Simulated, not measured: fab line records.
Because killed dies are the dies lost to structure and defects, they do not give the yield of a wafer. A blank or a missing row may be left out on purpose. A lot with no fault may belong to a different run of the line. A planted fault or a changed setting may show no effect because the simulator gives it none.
Which of the tools did it? + flow n5-finfet + Sampling: 24 lots, 72 wafers, 2 of 1938 route steps

WHAT THE GAUGES READ, wafer by wafer
N5_BEOL_M3_CD_MEAS_18: pitch 36 nm, target cd 18 nm. Usual: 18.0 nm for cd-nm, sd 0.31.
| lot  | measured     | on        | cd-nm (nm)     | flag |
|------|--------------|-----------|----------------|------|
| L074 | day 7 06:16  | cd-sem-03 | 18.2 18.6 18.6 |      |
| L075 | day 7 12:18  | cd-sem-03 | 17.9 18.4 18.3 |      |
| L076 | day 7 14:11  | cd-sem-02 | 17.5 18.0 18.0 |      |
| L077 | day 7 17:28  | cd-sem-03 | 18.2 18.8 18.1 |      |
| L078 | day 7 18:58  | cd-sem-02 | 18.5 18.2 17.7 |      |
| L079 | day 7 22:11  | cd-sem-02 | 18.4 17.9 18.6 |      |
| L080 | day 8 08:47  | cd-sem-01 | 17.4 17.4 18.0 |      |
| L081 | day 9 01:16  | cd-sem-02 | 17.7 18.0 17.5 |      |
| L082 | day 9 01:39  | cd-sem-02 | 17.9 18.3 18.5 |      |
| L083 | day 9 04:34  | cd-sem-01 | 18.0 17.9 18.1 |      |
| L084 | day 9 05:27  | cd-sem-01 | 17.6 17.6 18.1 |      |
| L085 | day 9 22:46  | cd-sem-01 | 17.9 18.4 17.8 |      |
| L086 | day 10 02:46 | cd-sem-02 | 17.6 17.9 18.0 |      |
| L087 | day 10 08:20 | cd-sem-02 | 17.6 17.9 18.6 |      |
| L089 | day 10 13:46 | cd-sem-01 | 18.3 18.1 17.7 |      |
| L088 | day 10 20:37 | cd-sem-02 | 18.5 17.7 18.2 |      |
| L090 | day 10 23:01 | cd-sem-01 | 17.3 17.4 17.9 |      |
| L091 | day 11 07:21 | cd-sem-03 | 17.8 18.2 17.8 |      |
| L092 | day 11 13:30 | cd-sem-03 | 18.1 17.8 17.6 |      |
| L093 | day 12 02:59 | cd-sem-01 | 18.3 17.7 18.2 |      |
| L094 | day 12 13:05 | cd-sem-03 | 18.4 18.3 17.8 |      |
| L097 | day 12 23:02 | cd-sem-03 | 18.4 18.2 18.0 |      |
| L095 | day 12 23:52 | cd-sem-02 | 18.4 18.1 18.2 |      |
| L096 | day 13 05:21 | cd-sem-02 | 17.9 17.9 18.3 |      |

EACH LOT AND THE TOOL THAT RAN IT (in order: tool; ch and the chambers of the sampled wafers; start)
| lot  | N5_BEOL_M3_ETCH_63                 |
|------|------------------------------------|
| L074 | rie-diel-06 ch 0,2,3, day 7 05:53  |
| L075 | rie-diel-02 ch 1,2,3, day 7 11:55  |
| L076 | rie-diel-02 ch 0,2,3, day 7 13:33  |
| L077 | rie-diel-01 ch 0,1,3, day 7 17:05  |
| L078 | rie-diel-01 ch 0,1,2, day 7 18:35  |
| L079 | rie-diel-02 ch 1,2, day 7 21:48    |
| L080 | rie-diel-02 ch 0,3, day 8 08:23    |
| L081 | rie-diel-01 ch 1,2, day 9 00:53    |
| L082 | rie-diel-02 ch 2,3, day 9 01:17    |
| L083 | rie-diel-06 ch 1,2,3, day 9 04:08  |
| L084 | rie-diel-02 ch 0,2, day 9 04:56    |
| L085 | rie-diel-01 ch 0,1,3, day 9 22:14  |
| L086 | rie-diel-06 ch 0,2,3, day 10 02:23 |
| L087 | rie-diel-06 ch 2,3, day 10 07:56   |
| L089 | rie-diel-02 ch 0,1,2, day 10 13:23 |
| L088 | rie-diel-01 ch 0,1,3, day 10 20:14 |
| L090 | rie-diel-06 ch 1,2,3, day 10 22:31 |
| L091 | rie-diel-01 ch 1,3, day 11 06:58   |
| L092 | rie-diel-02 ch 0,2,3, day 11 13:02 |
| L093 | rie-diel-06 ch 2,3, day 12 02:28   |
| L094 | rie-diel-06 ch 2,3, day 12 12:35   |
| L097 | rie-diel-06 ch 0,2,3, day 12 22:32 |
| L095 | rie-diel-06 ch 0,2,3, day 12 23:29 |
| L096 | rie-diel-02 ch 1,2,3, day 13 04:58 |
- N5_BEOL_M3_ETCH_63: etches SiARC in CF4, target depth 15.6 nm, time 26 s.

WHAT THE TOOLS THEMSELVES READ (means of the sampled wafers that have a number; where no wafer has one, the mark that the record gives instead)
N5_BEOL_M3_ETCH_63. Usual: drypump-motor-current-A 5.52 A, standard deviation 0.26; etch-rf-on-time-s 26.0 s, standard deviation 0.56; oes-product-au 0.67 a.u., standard deviation 0.072; rf-vpp-V 184.4 V, standard deviation 1.2; showerhead-plenum-p-Torr 2.15 Torr, standard deviation 0.066; throttle-valve-pct 15.55 %, standard deviation 0.27.
| lot  | tool        | drypump-motor-current-A (A) | etch-rf-on-time-s (s) | oes-product-au (a.u.) | rf-vpp-V (V) | showerhead-plenum-p-Torr (Torr) | throttle-valve-pct (%) | flag |
|------|-------------|-----------------------------|-----------------------|-----------------------|--------------|---------------------------------|------------------------|------|
| L074 | rie-diel-06 | 5.71                        | 25.5                  | 0.66                  | 184.9        | 2.21                            | 15.53                  |      |
| L075 | rie-diel-02 | 5.61                        | 26.0                  | 0.70                  | 183.3        | 2.10                            | 15.40                  |      |
| L076 | rie-diel-02 | 5.42                        | 26.0                  | 0.66                  | 183.9        | 2.13                            | 15.47                  |      |
| L077 | rie-diel-01 | 5.35                        | 26.6                  | 0.66                  | 183.3        | 2.14                            | 15.66                  |      |
| L078 | rie-diel-01 | 5.54                        | 26.2                  | 0.61                  | 184.9        | 2.15                            | 15.79                  |      |
| L079 | rie-diel-02 | 5.74                        | 25.5                  | 0.73                  | 184.7        | 2.11                            | 15.38                  |      |
| L080 | rie-diel-02 | 5.25                        | 26.1                  | 0.64                  | 183.7        | 2.10                            | 15.63                  |      |
| L081 | rie-diel-01 | 5.69                        | 26.3                  | 0.67                  | 185.0        | 2.20                            | 15.80                  |      |
| L082 | rie-diel-02 | 5.66                        | 26.1                  | 0.69                  | 185.2        | 2.12                            | 15.31                  |      |
| L083 | rie-diel-06 | 5.52                        | 25.8                  | 0.65                  | 185.4        | 2.19                            | 15.49                  |      |
| L084 | rie-diel-02 | 5.35                        | 26.2                  | 0.62                  | 184.0        | 2.17                            | 15.52                  |      |
| L085 | rie-diel-01 | 5.35                        | 26.0                  | 0.73                  | 183.4        | 2.14                            | 15.52                  |      |
| L086 | rie-diel-06 | 5.72                        | 25.9                  | 0.64                  | 184.3        | 2.20                            | 15.58                  |      |
| L087 | rie-diel-06 | 5.74                        | 25.7                  | 0.69                  | 185.5        | 2.24                            | 15.33                  |      |
| L089 | rie-diel-02 | 5.54                        | 25.6                  | 0.66                  | 184.5        | 2.13                            | 15.48                  |      |
| L088 | rie-diel-01 | 5.36                        | 26.2                  | 0.72                  | 184.0        | 2.13                            | 15.52                  |      |
| L090 | rie-diel-06 | 5.56                        | 25.5                  | 0.64                  | 183.9        | 2.19                            | 15.51                  |      |
| L091 | rie-diel-01 | 5.38                        | 26.3                  | 0.77                  | 185.0        | 2.17                            | 15.33                  |      |
| L092 | rie-diel-02 | 5.44                        | 25.9                  | 0.72                  | 183.8        | 2.12                            | 15.35                  |      |
| L093 | rie-diel-06 | 5.58                        | 25.8                  | 0.64                  | 185.5        | 2.22                            | 15.44                  |      |
| L094 | rie-diel-06 | 5.56                        | 25.9                  | 0.64                  | 185.9        | 2.22                            | 15.44                  |      |
| L097 | rie-diel-06 | 5.67                        | 25.6                  | 0.72                  | 185.2        | 2.20                            | 15.43                  |      |
| L095 | rie-diel-06 | 5.71                        | 25.8                  | 0.72                  | 184.8        | 2.20                            | 15.44                  |      |
| L096 | rie-diel-02 | 5.59                        | 26.2                  | 0.66                  | 183.9        | 2.08                            | 15.49                  |      |

THE ANSWER, worked out from the rows above alone
Rule: lot off if the mean of its wafers having a number is beyond 3 standard deviations from the usual mean. Also off: a lot with no number at a reading for which 4 or more lots have one. The other lots that the step has rows for count as sound. First the gauges in route order, then the tools' own readings, where a lot's mean is used as printed above. At the first step where some lot is off, the reading lying furthest off is the one used; lots without a number count as furthest.
Nothing can be told from this: no lot is off at any reading shown.

WHAT THE SIMULATOR HAD PUT IN
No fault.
